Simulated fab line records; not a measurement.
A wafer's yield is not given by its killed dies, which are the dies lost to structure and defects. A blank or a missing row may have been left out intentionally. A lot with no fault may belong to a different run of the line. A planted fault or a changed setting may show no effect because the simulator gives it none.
Chamber matching | flow n5_finfet | N5_BEOL_M4_PRE_CLEAN_60 on cvd_co-01: 3 sister chambers
The step time 15 s. 3 wafers are shown with their chamber, then 7 later ones without.

== WAFERS, EACH WITH ITS CHAMBER ==
wafer  | chamber | heater_power_w (W)
L828.3 | 2       | 51
L833.1 | 1       | 93
L833.2 | 0       | 103

== WAFERS WITHOUT THEIR CHAMBER ==
wafer  | heater_power_w (W)
L833.5 | 101
L840.4 | 102
L840.5 | 91
L840.6 | 52
L844.2 | 51
L844.4 | 104
L844.5 | 92

== CHAMBER TAKEN BY EACH ==
wafer  | from the rows above | in truth
L833.5 | 0                   | 0
L840.4 | 0                   | 0
L840.5 | 1                   | 1
L840.6 | 2                   | 2
L844.2 | 2                   | 2
L844.4 | 0                   | 0
L844.5 | 1                   | 1
Placed correctly: 7 of 7. From these rows, 0 cannot be placed. Placed wrongly: 0.
How it was worked out, from the rows above alone: a wafer's distance from a chamber is the root of the sum, over the readings, of the square of ((its reading less the chamber's mean) divided by the reading's scatter). If the next closest chamber is less than 2 further off than the closest, the wafer can't be placed; otherwise it belongs to the closest. A chamber's mean is the mean of its shown wafers. The scatter: root of mean squared gap, hidden wafer to nearest shown wafer, with one shown wafer a chamber.
